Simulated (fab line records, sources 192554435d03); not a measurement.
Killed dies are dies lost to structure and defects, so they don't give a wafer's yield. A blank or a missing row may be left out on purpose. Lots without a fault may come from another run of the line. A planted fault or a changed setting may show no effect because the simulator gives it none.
Split-lot experiment | flow n5_finfet | 7 lots, 21 wafers read, on a route of 1938 steps

THE SPLIT
At N5_MOL_CONTACT_COAG_EXPOSE_81 (exposes mask VG, defocus 0 nm), the setting dose_mj was moved away from the recipe's 59.5 on 6 of the 21 wafers read, by -5.6% to +5.8%. The other wafers ran this setting at the recipe's value.

FROM THE SPLIT TO THE READING: what the file shows between them, 5 steps
- N5_MOL_CONTACT_COAG_PEB_82: peb time 60 s
- N5_MOL_CONTACT_COAG_DEVELOP_83: develop time 30 s
- N5_MOL_CONTACT_COAG_CD_MEAS_84: target cd 25.1 nm
- N5_MOL_CONTACT_COAG_PRECLEAN_144: cleans in alkaline clean, time 60 s
- N5_MOL_CONTACT_COAG_SRD_145: time 30 s

THE READING
cd_nm, in nm, at N5_MOL_CONTACT_COAG_CD_MEAS_137 (target cd 16 nm). Fault-free wafers of this fab line usually give 16.0 nm, standard deviation 0.38 nm.

wafer  | tool, chamber at the split | dose_mj as run | against the recipe | cd_nm, nm | against lot-mates on the recipe
L074.2 | euv_scanner-01, 0          | 59.5           | recipe             | 15.7      | -
L074.3 | euv_scanner-01, 0          | 62.94          | +5.8%              | 17.6      | +1.6
L074.5 | euv_scanner-01, 0          | 59.5           | recipe             | 16.3      | -
L078.2 | euv_scanner-02, 0          | 59.5           | recipe             | 15.7      | -
L078.4 | euv_scanner-02, 0          | 59.5           | recipe             | 16.2      | -
L078.5 | euv_scanner-02, 0          | 59.5           | recipe             | 15.5      | -
L082.1 | euv_scanner-02, 0          | 59.5           | recipe             | 15.9      | -
L082.3 | euv_scanner-02, 0          | 56.37          | -5.3%              | 14.6      | -1.5
L082.5 | euv_scanner-02, 0          | 59.5           | recipe             | 16.2      | -
L088.3 | euv_scanner-01, 0          | 59.5           | recipe             | 15.8      | -
L088.4 | euv_scanner-01, 0          | 59.5           | recipe             | 16.2      | -
L088.6 | euv_scanner-01, 0          | 56.88          | -4.4%              | 15.1      | -0.9
L094.1 | euv_scanner-02, 0          | 58.29          | -2.0%              | 15.9      | -0.1
L094.5 | euv_scanner-02, 0          | 59.5           | recipe             | 16.2      | -
L094.6 | euv_scanner-02, 0          | 59.5           | recipe             | 15.8      | -
L095.1 | euv_scanner-01, 0          | 59.5           | recipe             | 15.9      | -
L095.2 | euv_scanner-01, 0          | 59.5           | recipe             | 15.9      | -
L095.4 | euv_scanner-01, 0          | 59.5           | recipe             | 16.2      | -
L096.4 | euv_scanner-01, 0          | 56.15          | -5.6%              | 14.9      | -1.5
L096.5 | euv_scanner-01, 0          | 56.15          | -5.6%              | 14.6      | -1.8
L096.6 | euv_scanner-01, 0          | 59.5           | recipe             | 16.4      | -

THE FIT
A straight line over all 21 wafers: cd_nm changes by +0.239 nm for each +1% of dose_mj; r = +0.93; the points scatter about the line by 0.26 nm.
The same after taking each lot's own level away (the mean of its wafers on the recipe; 21 wafers): +0.27 nm for each +1%; r = +0.95; scatter 0.24 nm.
On that fit, the largest move of dose_mj shifts the reading by 1.6 nm.
The lots' own levels span 15.80 to 16.40 nm, that is 1.6 times the standard deviation above.
So the lot-to-lot level changes the slope: the two fits differ.
Check: with one of the wafers moved furthest among these (+5.8%) left out of the fit, the line predicts +1.58 nm for it against its lot-mates. It came out at +1.6 nm against them.

OTHER SPLITS ON THESE WAFERS
These wafers also went through other splits before the reading. Each is held against what the fit with the lots' levels taken away leaves over:
other split on the same wafers | wafers away from the commonest value | r with cd_nm (lot level and that fit taken away)
N5_GATE_CUT_COAT_07 spin_rpm   | 7                                    | -0.11

THE WHOLE CHAIN: every reading that the file lists as answering this split, in the file's order
step                            | what it does      | reading | change (the file's fit)               | r (the file's)
N5_MOL_CONTACT_COAG_CD_MEAS_84  | target cd 25.1 nm | cd_nm   | +0.187 nm for each +1% of the setting | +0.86
N5_MOL_CONTACT_COAG_CD_MEAS_137 | target cd 16 nm   | cd_nm   | +0.264 nm for each +1% of the setting | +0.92

THE FILE'S OWN FIT
cd_nm changes by +0.264 nm for each +1% of dose_mj, r = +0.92.
